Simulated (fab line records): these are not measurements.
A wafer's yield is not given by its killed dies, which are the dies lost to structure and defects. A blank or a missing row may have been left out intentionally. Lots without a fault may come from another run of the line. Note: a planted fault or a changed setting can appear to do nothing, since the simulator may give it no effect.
fab line records	flow n5-finfet
record: lots: 10	wafers: 30	last-day: 17
route steps=1938 shown BEOL_M4@1111 BEOL_M14@1717 PASSIVATION@1936
lots untouched by any fault: they come from a run of this same line in which no faults occurred
start-h: hours from the record's opening day to when the first of the lot's shown wafers began	wait-h: hours elapsed since this lot's preceding step	" repeats the value in the row above	L1.1+2: a row that stands for several wafers	- no value, or no start was given	* or withheld: withheld	< > ~ a bound
route shown NAME@n: NAME is a module with steps in the file, n the number in the route of the first one	usual: the fault-free wafers' mean and standard deviation	same: alike in all rows	chamber/n: place in a boat	sites: the reading at each site	_std_site: the standard deviation of these	_edge_site: outer sites' mean less inner sites'	radius-mm: how far each site lies from the wafer's centre	mask NAME#n: copy n	behind: the tool/chamber that last shaped the wafer	hold: why the lot went on hold/how many hours it stayed there/how the hold came to an end	device: names the non-switching transistor (n, p or np)	end of line: tests of these same wafers at the route's end	where a step has no rows: the recipe by itself	killed: count of dies lost to structure and defects at first sort (not the wafer's yield)	map: dies across one wafer; x = killed, . = not, _ = none there
set.NAME: the run value of the setting; set.NAME@STEP: its run value at that earlier step	model.NAME: the simulator's own value behind a step, which no gauge read
a sample of lots followed through the steps of the route, with each step as a table and each wafer as a row
services: when a tool's chamber went out of use (start-h, in hours from the record's first day, below 0 if earlier), for how many hours, and the reason
== steps ==
step: N5_BEOL_M4_RC_MEAS_101
usual: DIBL_N: 36.0/1.7	DIBL_P: 35.8/2	IOFF_N: 0.15/0.03	IOFF_P: 0.20/0.037	ION_N: 670/12	ION_P: 460/7.2	SS_N: 71.5/0.68	SS_P: 73.2/0.65	VT_N: 250/3.1	VT_P: -251/3.4
lot.wafer	tool	chamber	start-h	wait-h	DIBL_N[mV/V]	DIBL_P[mV/V]	IOFF_N[nA/um]	IOFF_P[nA/um]	ION_N[uA/um]	ION_P[uA/um]	SS_N[mV/dec]	SS_P[mV/dec]	VT_N[mV]	VT_P[mV]
L502.2	prober-01	0	175.62	0.2	36.4	35.4	0.16	0.20	664	456	71.6	73.0	250	-251
L502.5	"	0	"	"	34.2	31.6	0.11	0.16	655	455	70.5	72.0	256	-256
L502.6	"	0	"	"	34.7	32.5	0.13	0.16	662	454	71.2	72.5	253	-257
L504.3	prober-02	0	177.73	0.3	38.8	39.1	0.20	0.28	671	463	72.0	74.1	246	-244
L504.5	"	0	"	"	37.2	37.0	0.16	0.22	664	459	71.6	72.7	249	-247
L504.6	"	0	"	"	36.9	35.8	0.14	0.21	667	460	72.1	73.2	250	-250
L503.3	prober-01	0	180.80	0.3	34.3	33.3	0.12	0.16	668	456	71.9	72.0	251	-252
L503.4	"	0	"	"	35.8	34.4	0.15	0.17	677	457	72.1	72.7	247	-253
L503.5	"	0	"	"	36.6	34.3	0.15	0.16	646	440	72.3	72.8	252	-253
L508.2	prober-01	0	209.11	0.2	35.7	36.3	0.16	0.19	681	459	71.7	72.8	247	-252
L508.5	"	0	"	"	35.9	36.5	0.15	0.20	674	467	72.2	74.3	252	-252
L508.6	"	0	"	"	37.4	38.2	0.19	0.23	689	471	73.0	73.7	248	-251
L510.1	prober-02	0	231.14	0.0	36.1	34.8	0.18	0.23	668	458	71.5	73.4	247	-249
L510.4	"	0	"	"	35.6	35.0	0.16	0.23	691	471	71.1	73.6	248	-247
L510.6	"	0	"	"	36.9	34.9	0.18	0.23	671	458	72.4	73.5	250	-247
L513.1	prober-02	0	237.96	0.0	34.8	35.7	0.13	0.19	672	462	71.4	73.5	251	-250
L513.2	"	0	"	"	37.0	37.5	0.16	0.21	676	459	72.0	73.7	249	-248
L513.4	"	0	"	"	32.8	32.3	0.10	0.14	658	451	71.4	71.9	255	-255
L516.1	prober-01	0	281.65	0.0	35.4	35.2	0.14	0.20	676	469	71.5	73.1	252	-249
L516.2	"	0	"	"	35.4	36.6	0.16	0.23	674	466	71.5	73.0	249	-247
L516.4	"	0	"	"	34.2	32.8	0.12	0.17	670	457	71.4	72.7	251	-252
L522.3	prober-01	0	298.28	0.3	37.4	37.8	0.17	0.21	682	463	72.0	74.5	251	-251
L522.4	"	0	"	"	35.4	36.2	0.14	0.18	659	457	71.1	73.8	254	-253
L522.5	"	0	"	"	34.9	35.6	0.13	0.17	657	461	71.0	73.4	253	-256
L521.1	prober-02	0	299.09	0.0	34.7	33.9	0.13	0.18	664	454	70.7	73.4	252	-249
L521.3	"	0	"	"	37.6	37.7	0.17	0.24	684	467	71.3	73.3	249	-249
L521.5	"	0	"	"	34.3	33.2	0.12	0.17	653	452	70.4	72.3	250	-254
L523.3	prober-02	0	305.41	0.3	34.7	33.1	0.14	0.17	671	462	71.1	72.5	248	-253
L523.5	"	0	"	"	35.7	35.3	0.15	0.20	684	465	70.8	73.3	247	-252
L523.6	"	0	"	"	37.3	35.7	0.17	0.21	665	457	71.3	72.6	248	-250
step: N5_BEOL_M14_THK_MEAS_01
recipe: reads: SiO2_of_BEOL_M14_ILD_DEP_00
usual: M14_ILD_THK: 1112/16
lot.wafer	tool	chamber	start-h	wait-h	M14_ILD_THK[nm]
L502.2	film-metro-02	-	257.38	0.1	1118
L502.5	"	-	"	"	1132
L502.6	"	-	"	"	1122
L504.3	film-metro-01	-	263.07	0.1	1118
L504.5	"	-	"	"	1132
L504.6	"	-	"	"	1124
L503.3	film-metro-01	-	264.26	0.1	1121
L503.4	"	-	"	"	1138
L503.5	"	-	"	"	1120
L508.2	film-metro-02	-	284.84	0.1	1116
L508.5	"	-	"	"	1134
L508.6	"	-	"	"	1133
L510.1	film-metro-02	-	301.55	0.1	1100
L510.4	"	-	"	"	1117
L510.6	"	-	"	"	1131
L513.1	film-metro-02	-	312.88	0.1	1126
L513.2	"	-	"	"	1098
L513.4	"	-	"	"	1106
L516.1	film-metro-01	-	355.37	0.1	1116
L516.2	"	-	"	"	1124
L516.4	"	-	"	"	1131
L521.1	film-metro-02	-	380.06	0.1	1108
L521.3	"	-	"	"	1094
L521.5	"	-	"	"	1118
L522.3	film-metro-02	-	381.00	0.1	1093
L522.4	"	-	"	"	1091
L522.5	"	-	"	"	1105
L523.3	film-metro-01	-	386.65	0.1	1120
L523.5	"	-	"	"	1142
L523.6	"	-	"	"	1121
step: N5_BEOL_M14_EXPOSE_25
recipe: mask-id: M14	na: 0.8	source-shape: annular	sigma-inner: 0.5	sigma-outer: 0.8	polarization: unpolarized	target-cd-nm: 280	dose-mj: 26.6
usual: exposure-dose-mJ-cm2: 26.569/0.026	focus-offset-nm: 0.0/0.62
same: sigma-inner: 0.5
lot.wafer	tool	chamber	start-h	wait-h	mask	exposure-dose-mJ-cm2	focus-offset-nm
L502.2	krf-scanner-01	0	258.61	-	M14#0	26.587	-0.8
L502.5	"	0	"	"	M14#0	26.559	0.0
L502.6	"	0	"	"	M14#0	26.537	0.2
L504.3	krf-scanner-02	0	264.23	-	M14#0	26.551	0.4
L504.5	"	0	"	"	M14#0	26.534	-0.4
L504.6	"	0	"	"	M14#0	26.545	0.1
L503.3	krf-scanner-02	0	265.35	-	M14#0	26.535	1.0
L503.4	"	0	"	"	M14#0	26.593	0.0
L503.5	"	0	"	"	M14#0	26.576	-1.0
L508.2	krf-scanner-02	0	286.52	-	M14#0	28.613	1.1
L508.5	"	0	"	"	M14#0	28.613	0.5
L508.6	"	0	"	"	M14#0	28.585	-0.5
L510.1	krf-scanner-01	0	302.66	-	M14#0	26.511	0.3
L510.4	"	0	"	"	M14#0	26.539	-0.6
L510.6	"	0	"	"	M14#0	26.522	-0.6
L513.1	krf-scanner-01	0	314.12	-	M14#0	26.568	-0.7
L513.2	"	0	"	"	M14#0	26.611	-0.4
L513.4	"	0	"	"	M14#0	26.587	-0.9
L516.1	krf-scanner-01	0	356.49	-	M14#0	26.527	0.1
L516.2	"	0	"	"	M14#0	26.539	-0.7
L516.4	"	0	"	"	M14#0	26.537	-0.4
L521.1	krf-scanner-01	0	381.17	-	M14#0	26.553	-0.3
L521.3	"	0	"	"	M14#0	26.554	0.1
L521.5	"	0	"	"	M14#0	26.567	0.6
L522.3	krf-scanner-01	0	382.52	-	M14#0	26.622	0.3
L522.4	"	0	"	"	M14#0	26.595	0.3
L522.5	"	0	"	"	M14#0	26.567	0.8
L523.3	krf-scanner-01	0	387.65	-	M14#0	26.572	0.2
L523.5	"	0	"	"	M14#0	26.568	0.2
L523.6	"	0	"	"	M14#0	26.575	0.6
step: N5_BEOL_M14_CD_MEAS_28
recipe: target-cd-nm: 284.4	landing-energy-ev: 500	detector: se-inlens
usual: cd-nm: 285.4/1.6
lot.wafer	tool	chamber	start-h	wait-h	cd-nm
L502.2	cd-sem-01	0	258.78	-	284.7
L502.5	"	0	"	"	282.2
L502.6	"	0	"	"	286.2
L504.3	cd-sem-03	0	264.40	-	285.1
L504.5	"	0	"	"	285.7
L504.6	"	0	"	"	285.0
L503.3	cd-sem-02	0	265.52	-	284.8
L503.4	"	0	"	"	285.7
L503.5	"	0	"	"	286.0
L508.2	cd-sem-03	0	286.69	-	298.0
L508.5	"	0	"	"	297.2
L508.6	"	0	"	"	298.1
L510.1	cd-sem-03	0	302.83	-	285.9
L510.4	"	0	"	"	285.9
L510.6	"	0	"	"	286.7
L513.1	cd-sem-02	0	314.29	-	288.0
L513.2	"	0	"	"	288.2
L513.4	"	0	"	"	288.5
L516.1	cd-sem-01	0	356.66	-	285.7
L516.2	"	0	"	"	281.5
L516.4	"	0	"	"	285.1
L521.1	cd-sem-02	0	381.34	-	287.1
L521.3	"	0	"	"	287.3
L521.5	"	0	"	"	285.7
L522.3	cd-sem-02	0	382.68	-	287.3
L522.4	"	0	"	"	286.1
L522.5	"	0	"	"	286.5
L523.3	cd-sem-03	0	387.81	-	285.1
L523.5	"	0	"	"	283.6
L523.6	"	0	"	"	283.9
step: N5_BEOL_M14_DESCUM_33
recipe: chemistry: O2	time-s: 7.9	source-power-w: 50	bias-power-w: 20	pressure-mtorr: 20	rf-frequency-hz: 2.712e+07	temp-c: 40	o2-flow-sccm: 225
usual: drypump-motor-current-A: 5.8/0.37	oes-product-au: 0.81/0.075	rf-vpp-V: 243.4/1.5	showerhead-plenum-p-Torr: 2.10/0.08	throttle-valve-pct: 20.29/0.12
lot.wafer	tool	chamber	start-h	wait-h	drypump-motor-current-A	oes-product-au	rf-hours-counter-h	rf-vpp-V	showerhead-plenum-p-Torr	throttle-valve-pct
L502.2	rie-diel-04	2	258.87	0.0	6.3	0.99	7	242.2	2.07	20.28
L502.5	"	1	"	"	5.7	0.73	-	245.6	2.17	20.42
L502.6	"	0	"	"	5.5	0.85	-	245.1	2.21	20.17
L504.3	rie-diel-04	0	264.48	0.0	5.5	0.85	62	244.9	2.21	20.15
L504.5	"	1	"	"	5.7	0.72	-	244.6	2.17	20.41
L504.6	"	0	"	"	5.5	0.85	-	244.9	2.21	20.17
L503.3	rie-diel-04	2	265.60	0.0	6.2	0.96	10	243.2	2.07	20.27
L503.4	"	1	"	"	5.7	0.73	207	243.6	2.17	20.40
L503.5	"	1	"	"	5.7	0.73	-	246.1	2.17	20.41
L508.2	rie-diel-04	1	286.98	0.2	5.7	0.72	216	243.3	2.17	20.44
L508.5	"	1	"	"	5.7	0.72	-	243.6	2.17	20.41
L508.6	"	2	"	"	6.3	0.94	-	242.4	2.06	20.29
L510.1	rie-diel-04	3	302.92	0.0	5.5	0.77	106	242.1	2.00	20.18
L510.4	"	1	"	"	5.7	0.72	221	243.4	2.17	20.44
L510.6	"	1	"	"	5.7	0.72	-	245.7	2.17	20.44
L513.1	rie-diel-04	1	314.61	0.3	5.7	0.72	226	243.2	2.17	20.44
L513.2	"	0	"	"	5.5	0.84	82	244.8	2.21	20.19
L513.4	"	2	"	"	6.3	0.92	27	241.0	2.06	20.30
L516.1	rie-diel-04	0	356.75	0.0	5.5	0.81	95	244.9	2.20	20.21
L516.2	"	2	"	"	6.2	0.91	40	242.7	2.06	20.31
L516.4	"	3	"	"	5.6	0.76	125	241.5	2.00	20.20
L521.1	rie-diel-03	3	381.49	0.1	6.1	0.78	126	243.4	2.09	20.40
L521.3	"	2	"	"	4.8	0.84	55	242.8	2.03	20.28
L521.5	"	0	"	"	5.7	0.84	-	241.8	2.02	20.23
L522.3	rie-diel-02	1	382.77	0.0	5.6	0.85	53	245.5	2.22	20.23
L522.4	"	2	"	"	5.9	0.69	245	239.2	1.97	20.49
L522.5	"	1	"	"	5.6	0.84	-	246.3	2.22	20.24
L523.3	rie-diel-03	2	387.94	0.1	4.8	0.83	57	242.6	2.03	20.29
L523.5	"	3	"	"	6.1	0.78	-	243.8	2.09	20.40
L523.6	"	0	"	"	5.8	0.84	-	242.0	2.02	20.24
step: N5_PASSIVATION_PROBE_49
usual: defect-limited-yield: 91.4/1.5	killed_at_M0_to_M3: 32/9.8	killed_at_M4_up: 15/5.6	killed-at-contacts: 12/5.4	killed-at-front-end: 40/13	killed-at-other: 3.0/2.1	killed-dies: 102/17	killed-open: 67/13	killed-short: 32/7.1	sort_bin_5_function: 5.1/0.96	sort_bin_6_memory: 3.2/0.7	sort_bin_8_speed: 0.0/0.3	sort-n-pass: 1078/18	sort-yield-pct: 91.3/1.5
same: gross-dies: 1180	killed-at-back-side: 0	sort_bin_4_leakage[%]: 0
lot.wafer	tool	chamber	start-h	wait-h	defect-limited-yield[%]	killed_at_M0_to_M3	killed_at_M4_up	killed-at-contacts	killed-at-front-end	killed-at-other	killed-dies	killed-open	killed-short	sort_bin_5_function[%]	sort_bin_6_memory[%]	sort_bin_8_speed[%]	sort-n-pass	sort-yield-pct[%]
L502.2	prober-02	-	289.50	0.1	91.0	47	15	10	32	2	106	69	35	5.4	3.3	0	1074	91.0
L502.5	prober-02	-	289.65	0.2	90.5	26	24	10	47	5	112	82	28	6.4	3.1	0	1068	90.5
L502.6	prober-02	-	289.70	0.3	89.5	48	21	12	43	0	124	92	31	5.8	4.5	0	1056	89.5
L504.3	prober-02	-	289.88	0.1	91.4	38	21	17	24	1	101	66	33	4.4	3.9	0	1079	91.4
L504.5	prober-02	-	289.98	0.2	91.6	33	14	10	38	4	99	61	34	4.2	4.2	0	1081	91.6
L504.6	prober-02	-	290.03	0.3	90.4	34	17	25	35	2	113	77	32	5.9	3.4	0	1067	90.4
L503.3	prober-02	-	291.86	0.1	91.5	39	9	10	39	3	100	66	32	5.5	2.6	0	1080	91.5
L503.4	prober-02	-	291.91	0.2	89.8	27	15	17	61	0	120	81	37	5.5	4.3	0	1060	89.8
L503.5	prober-02	-	291.96	0.2	91.9	21	13	14	46	1	95	65	25	5.3	2.3	1.1	1072	90.8
L508.2	prober-01	-	315.29	0.1	80.0	15	24	13	181	3	236	50	24	11.9	3.6	0	944	80.0
L508.5	prober-01	-	315.44	0.2	79.6	17	21	6	194	3	241	48	21	12.9	3.5	0	939	79.6
L508.6	prober-01	-	315.49	0.3	80.2	27	13	4	188	2	234	48	22	11.8	3.3	0	946	80.2
L510.1	prober-01	-	331.80	0.0	91.1	26	25	10	42	2	105	74	31	4.2	4.3	0	1075	91.1
L510.4	prober-01	-	331.95	0.2	89.8	21	16	15	62	6	120	79	36	5.4	4.0	0	1060	89.8
L510.6	prober-01	-	332.05	0.3	90.8	23	23	5	49	8	108	75	30	5.3	3.5	0	1072	90.8
L513.1	prober-01	-	352.48	0.0	91.3	27	7	11	55	3	103	64	36	5.1	3.3	0	1077	91.3
L513.2	prober-01	-	352.53	0.1	89.7	42	22	13	41	3	121	70	47	6.2	3.4	0	1059	89.7
L513.4	prober-01	-	352.63	0.2	90.8	29	9	16	48	7	109	67	39	6.2	2.9	0	1071	90.8
L516.1	prober-02	-	384.38	0.0	89.4	47	20	16	40	2	125	83	41	7.0	3.1	0	1055	89.4
L516.2	prober-02	-	384.43	0.1	90.2	35	7	19	52	3	116	77	28	5.6	3.2	0	1064	90.2
L516.4	prober-02	-	384.53	0.2	91.0	43	17	14	30	2	106	80	25	4.8	3.8	0	1074	91.0
L521.1	prober-01	-	404.01	0.0	90.1	35	19	15	46	2	117	72	43	6.6	3.1	0	1063	90.1
L521.3	prober-01	-	404.11	0.1	90.6	35	16	19	36	5	111	74	37	6.4	3.0	0	1069	90.6
L521.5	prober-01	-	404.21	0.2	91.8	36	11	21	24	5	97	49	46	4.0	4.0	0	1083	91.8
L522.3	prober-02	-	408.93	0.1	93.4	29	9	5	29	6	78	43	33	3.8	2.4	0	1102	93.4
L522.4	prober-02	-	408.98	0.2	91.3	44	8	10	30	11	103	62	40	5.0	3.5	0	1077	91.3
L522.5	prober-02	-	409.03	0.2	88.5	49	16	14	56	1	136	80	50	6.9	3.6	0	1044	88.5
L523.3	prober-01	-	413.68	0.1	92.6	32	13	16	24	2	87	54	32	4.2	2.9	0	1093	92.6
L523.5	prober-01	-	413.78	0.2	92.4	19	9	20	40	2	90	69	20	4.1	3.6	0	1090	92.4
L523.6	prober-01	-	413.83	0.3	91.6	33	8	13	43	2	99	63	36	4.9	3.1	0	1081	91.6
killed by level:class
L502.2 BEOL_M0_SAQP:geometric-particle:open=15 STI_FIN_REVEAL:geometric-particle:open=13 BEOL_M0_SAQP:geometric-particle:short=13 BEOL_M3:geometric-particle:open=8 MOL_CONTACT_COAG:geometric-particle:open=7 BEOL_M2:geometric-particle:open=6 FIN_SAQP:geometric-particle:short=4 DUMMY_GATE:geometric-particle:open=4
L502.5 STI_FIN_REVEAL:geometric-particle:open=15 FIN_SAQP:geometric-particle:open=13 BEOL_M0_SAQP:geometric-particle:short=7 MOL_CONTACT_COAG:geometric-particle:open=7 BEOL_M1:geometric-particle:open=6 BEOL_M4:geometric-particle:open=6 FIN_SAQP:geometric-particle:short=4 DUMMY_GATE:geometric-particle:open=4
L502.6 BEOL_M2:geometric-particle:open=16 STI_FIN_REVEAL:geometric-particle:open=15 BEOL_M0_SAQP:geometric-particle:open=13 BEOL_M4:geometric-particle:open=11 MOL_CONTACT_COAG:geometric-particle:open=9 FIN_SAQP:geometric-particle:short=7 GATE_CUT:geometric-particle:open=6 BEOL_M0_SAQP:geometric-particle:short=6
L504.3 BEOL_M3:geometric-particle:open=16 MOL_CONTACT_COAG:geometric-particle:open=14 BEOL_M0_SAQP:geometric-particle:short=6 BEOL_M4:geometric-particle:open=6 FIN_SAQP:geometric-particle:short=5 STI_FIN_REVEAL:geometric-particle:open=5 BEOL_M0_SAQP:geometric-particle:open=5 GATE_CUT:geometric-particle:short=4
L504.5 FIN_SAQP:geometric-particle:open=8 FIN_SAQP:geometric-particle:short=7 GATE_CUT:geometric-particle:short=6 BEOL_M0_SAQP:geometric-particle:short=6 BEOL_M3:geometric-particle:open=6 STARTING-WAFER:geometric-particle:open=6 MOL_CONTACT_COAG:geometric-particle:open=5 BEOL_M7:geometric-particle:open=5
L504.6 MOL_CONTACT_COAG:geometric-particle:open=18 FIN_SAQP:geometric-particle:open=9 BEOL_M3:geometric-particle:open=7 BEOL_M0_SAQP:geometric-particle:short=6 FIN_SAQP:geometric-particle:short=5 BEOL_M0_SAQP:geometric-particle:open=5 BEOL_M2:geometric-particle:open=5 STI_FIN_REVEAL:geometric-particle:open=4
L503.3 STI_FIN_REVEAL:geometric-particle:open=11 MOL_CONTACT_COAG:geometric-particle:open=8 BEOL_M2:geometric-particle:open=8 BEOL_M0_SAQP:geometric-particle:short=7 BEOL_M0_SAQP:geometric-particle:open=7 BEOL_M1:geometric-particle:open=7 GATE_CUT:geometric-particle:short=4 BEOL_M2:geometric-particle:short=4
L503.4 STI_FIN_REVEAL:geometric-particle:open=17 FIN_SAQP:geometric-particle:open=15 BEOL_M1:geometric-particle:open=13 MOL_CONTACT_COAG:geometric-particle:open=13 FIN_SAQP:geometric-particle:short=7 GATE_CUT:geometric-particle:short=7 STI_FIN_REVEAL:geometric-particle:short=5 BEOL_M4:geometric-particle:open=5
L503.5 STI_FIN_REVEAL:geometric-particle:open=13 MOL_CONTACT_COAG:geometric-particle:open=12 GATE_CUT:geometric-particle:short=7 BEOL_M2:geometric-particle:open=6 BEOL_M4:geometric-particle:open=6 FIN_SAQP:geometric-particle:open=5 ILD0:geometric-particle:open=4 BEOL_M0_SAQP:geometric-particle:short=3
L508.2 SD_EPI_P:unspecified=153 BEOL_M4:geometric-particle:open=12 MOL_CONTACT_COAG:geometric-particle:open=8 MOL_CONTACT_COAG:geometric-particle:short=5 BEOL_M1:geometric-particle:open=5 HKMG_FIN:area-etch=5 FIN_SAQP:geometric-particle:short=4 BEOL_M2:geometric-particle:open=4
L508.5 SD_EPI_P:unspecified=164 BEOL_M4:geometric-particle:open=9 DUMMY_GATE:geometric-particle:open=6 HKMG_FIN:area-etch=6 MOL_CONTACT_COAG:geometric-particle:open=4 BEOL_M1:geometric-particle:open=4 BEOL_M2:geometric-particle:open=4 GATE_CUT:geometric-particle:open=3
L508.6 SD_EPI_P:unspecified=161 BEOL_M2:geometric-particle:open=11 DUMMY_GATE:geometric-particle:open=8 BEOL_M1:geometric-particle:open=5 DUMMY_GATE:geometric-particle:short=4 BEOL_M0_SAQP:geometric-particle:open=4 BEOL_M4:geometric-particle:open=4 GATE_CUT:geometric-particle:short=3
L510.1 BEOL_M4:geometric-particle:open=12 FIN_SAQP:geometric-particle:open=9 STI_FIN_REVEAL:geometric-particle:open=9 FIN_SAQP:geometric-particle:short=6 MOL_CONTACT_COAG:geometric-particle:open=6 BEOL_M2:geometric-particle:open=5 MOL_CONTACT_COAG:geometric-particle:short=4 BEOL_M0_SAQP:geometric-particle:open=4
L510.4 STI_FIN_REVEAL:geometric-particle:open=20 MOL_CONTACT_COAG:geometric-particle:open=13 BEOL_M0_SAQP:geometric-particle:open=8 FIN_SAQP:geometric-particle:open=7 FIN_SAQP:geometric-particle:short=6 GATE_CUT:geometric-particle:short=6 GATE_CUT:geometric-particle:open=5 HKMG_FIN:area-etch=5
L510.6 STI_FIN_REVEAL:geometric-particle:open=10 BEOL_M4:geometric-particle:open=9 FIN_SAQP:geometric-particle:open=8 FIN_SAQP:geometric-particle:short=7 BEOL_M0_SAQP:geometric-particle:open=7 GATE_CUT:geometric-particle:open=6 MOL_CONTACT_COAG:geometric-particle:open=5 BEOL_M7:geometric-particle:open=5
L513.1 FIN_SAQP:geometric-particle:open=16 STI_FIN_REVEAL:geometric-particle:open=11 FIN_SAQP:geometric-particle:short=8 MOL_CONTACT_COAG:geometric-particle:open=8 DUMMY_GATE:geometric-particle:open=8 BEOL_M0_SAQP:geometric-particle:short=6 BEOL_M0_SAQP:geometric-particle:open=4 BEOL_M2:geometric-particle:open=4
L513.2 MOL_CONTACT_COAG:geometric-particle:open=11 BEOL_M0_SAQP:geometric-particle:open=9 BEOL_M4:geometric-particle:open=9 FIN_SAQP:geometric-particle:short=7 BEOL_M0_SAQP:geometric-particle:short=7 BEOL_M3:geometric-particle:open=7 GATE_CUT:geometric-particle:short=6 FIN_SAQP:geometric-particle:open=5
L513.4 MOL_CONTACT_COAG:geometric-particle:open=13 FIN_SAQP:geometric-particle:open=10 STI_FIN_REVEAL:geometric-particle:open=9 BEOL_M3:geometric-particle:open=9 FIN_SAQP:geometric-particle:short=7 STARTING-WAFER:geometric-particle:short=5 BEOL_M0_SAQP:geometric-particle:short=4 BEOL_M0_SAQP:geometric-particle:open=4
L516.1 BEOL_M3:geometric-particle:open=15 MOL_CONTACT_COAG:geometric-particle:open=13 BEOL_M4:geometric-particle:open=12 BEOL_M0_SAQP:geometric-particle:short=9 STI_FIN_REVEAL:geometric-particle:open=8 BEOL_M2:geometric-particle:open=7 FIN_SAQP:geometric-particle:short=6 BEOL_M0:geometric-particle:open=6
L516.2 MOL_CONTACT_COAG:geometric-particle:open=17 BEOL_M2:geometric-particle:open=11 STI_FIN_REVEAL:geometric-particle:open=10 DUMMY_GATE:geometric-particle:open=10 HKMG_FIN:area-etch=9 BEOL_M1:geometric-particle:open=8 GATE_CUT:geometric-particle:short=6 BEOL_M3:geometric-particle:open=6
L516.4 STI_FIN_REVEAL:geometric-particle:open=13 MOL_CONTACT_COAG:geometric-particle:open=10 BEOL_M0_SAQP:geometric-particle:open=8 BEOL_M3:geometric-particle:open=8 BEOL_M1:geometric-particle:open=7 BEOL_M2:geometric-particle:open=7 DUMMY_GATE:geometric-particle:open=5 BEOL_M0:geometric-particle:open=5
L521.1 FIN_SAQP:geometric-particle:short=11 BEOL_M0_SAQP:geometric-particle:open=11 BEOL_M4:geometric-particle:open=10 MOL_CONTACT_COAG:geometric-particle:open=10 STI_FIN_REVEAL:geometric-particle:open=9 BEOL_M0_SAQP:geometric-particle:short=9 FIN_SAQP:geometric-particle:open=6 MOL_CONTACT_COAG:geometric-particle:short=5
L521.3 MOL_CONTACT_COAG:geometric-particle:open=15 BEOL_M0_SAQP:geometric-particle:open=15 FIN_SAQP:geometric-particle:short=10 FIN_SAQP:geometric-particle:open=8 BEOL_M4:geometric-particle:open=7 BEOL_M0_SAQP:geometric-particle:short=5 BEOL_M2:geometric-particle:open=5 STI_FIN_REVEAL:geometric-particle:open=4
L521.5 MOL_CONTACT_COAG:geometric-particle:short=12 BEOL_M0_SAQP:geometric-particle:short=11 BEOL_M0_SAQP:geometric-particle:open=10 MOL_CONTACT_COAG:geometric-particle:open=9 FIN_SAQP:geometric-particle:short=8 BEOL_M3:geometric-particle:open=5 FIN_SAQP:geometric-particle:open=4 GATE_CUT:geometric-particle:short=4
L522.3 BEOL_M3:geometric-particle:open=7 GATE_CUT:geometric-particle:short=6 BEOL_M0_SAQP:geometric-particle:short=6 BEOL_M0_SAQP:geometric-particle:open=6 FIN_SAQP:geometric-particle:short=5 STI_FIN_REVEAL:geometric-particle:open=5 MOL_CONTACT_COAG:geometric-particle:open=5 BEOL_M2:geometric-particle:open=5
L522.4 BEOL_M3:geometric-particle:open=11 BEOL_M0_SAQP:geometric-particle:open=8 MOL_CONTACT_COAG:geometric-particle:open=7 BEOL_M0_SAQP:geometric-particle:short=7 FIN_SAQP:geometric-particle:open=6 FIN_SAQP:geometric-particle:short=6 BEOL_M2:geometric-particle:open=6 BEOL_M0:geometric-particle:open=4
L522.5 BEOL_M3:geometric-particle:open=15 MOL_CONTACT_COAG:geometric-particle:open=12 BEOL_M0_SAQP:geometric-particle:short=11 STI_FIN_REVEAL:geometric-particle:open=10 FIN_SAQP:geometric-particle:open=9 BEOL_M0_SAQP:geometric-particle:open=7 FIN_SAQP:geometric-particle:short=6 GATE_CUT:geometric-particle:short=6
L523.3 BEOL_M0_SAQP:geometric-particle:short=12 MOL_CONTACT_COAG:geometric-particle:open=10 BEOL_M0_SAQP:geometric-particle:open=9 MOL_CONTACT_COAG:geometric-particle:short=6 GATE_CUT:geometric-particle:short=5 BEOL_M3:geometric-particle:open=4 BEOL_M4:geometric-particle:open=4 DUMMY_GATE:geometric-particle:open=3
L523.5 STI_FIN_REVEAL:geometric-particle:open=18 MOL_CONTACT_COAG:geometric-particle:open=18 BEOL_M0_SAQP:geometric-particle:open=7 BEOL_M0_SAQP:geometric-particle:short=5 FIN_SAQP:geometric-particle:open=4 BEOL_M1:geometric-particle:open=4 FIN_SAQP:geometric-particle:short=3 DUMMY_GATE:geometric-particle:open=3
L523.6 BEOL_M0_SAQP:geometric-particle:open=15 BEOL_M0_SAQP:geometric-particle:short=13 FIN_SAQP:geometric-particle:open=9 FIN_SAQP:geometric-particle:short=8 MOL_CONTACT_COAG:geometric-particle:open=8 DUMMY_GATE:geometric-particle:open=7 STI_FIN_REVEAL:geometric-particle:open=5 MOL_CONTACT_COAG:geometric-particle:short=5
== services ==
tool	chamber	start-h	hours	kind
rie-diel-04	3	238.86	7.2	repair
krf-scanner-01	-	247.31	3.6	pm
krf-scanner-02	-	253.90	1.0	pm
krf-scanner-02	0	272.81	-	calibration
krf-scanner-01	-	282.70	4.0	pm
rie-diel-02	3	311.75	-	clean
rie-diel-02	3	311.75	-	consumable-replace:focus-ring
rie-diel-02	3	311.75	20.7	scheduled-down
rie-diel-02	3	311.75	20.7	vent-cycle
krf-scanner-02	-	314.89	0.8	pm
krf-scanner-01	0	315.40	-	calibration
krf-scanner-01	-	319.42	0.8	pm
krf-scanner-01	-	346.28	1.3	pm
krf-scanner-02	-	348.62	1.3	pm
rie-diel-02	0	349.30	4.2	repair
rie-diel-03	2	370.53	9.9	repair
krf-scanner-01	-	378.90	1.0	pm
krf-scanner-02	-	387.50	3.6	repair
== key ==
first-sign: step: N5_BEOL_M14_EXPOSE_25	reading: exposure-dose-mJ-cm2	direction: up	sigmas: 78	usual: 26.569	struck: 28.604
effect: step: N5_BEOL_M14_CD_MEAS_28	reading: cd-nm	direction: up	sigmas: 7.6	usual: 285.4	struck: 297.7	through: control-loop
met-at N5_BEOL_M14_EXPOSE_25
struck-lots L508
loop-trim: step: N5_BEOL_M14_EXPOSE_25	setting: dose	lots: L508
not-acting-at N5_BEOL_M14_THK_MEAS_01,N5_BEOL_M14_DESCUM_33
onset-between 265.35 286.52
earlier-fault: kind: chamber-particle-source	tool: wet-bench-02	chamber: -	onset-h: 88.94	steps: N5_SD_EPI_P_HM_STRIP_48	rate-per-visit-cm2: 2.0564
fault: kind: process-parameter-drift	tool: krf-scanner-02	chamber: -	onset-h: 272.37	steps: N5_BEOL_M14_EXPOSE_25	channel: dose-mj	offset: 3.1578	shape: step	acts-in: these-recipes-only	stated: 26.6
loop-trim: a control loop set the setting to another value than it would have without faults
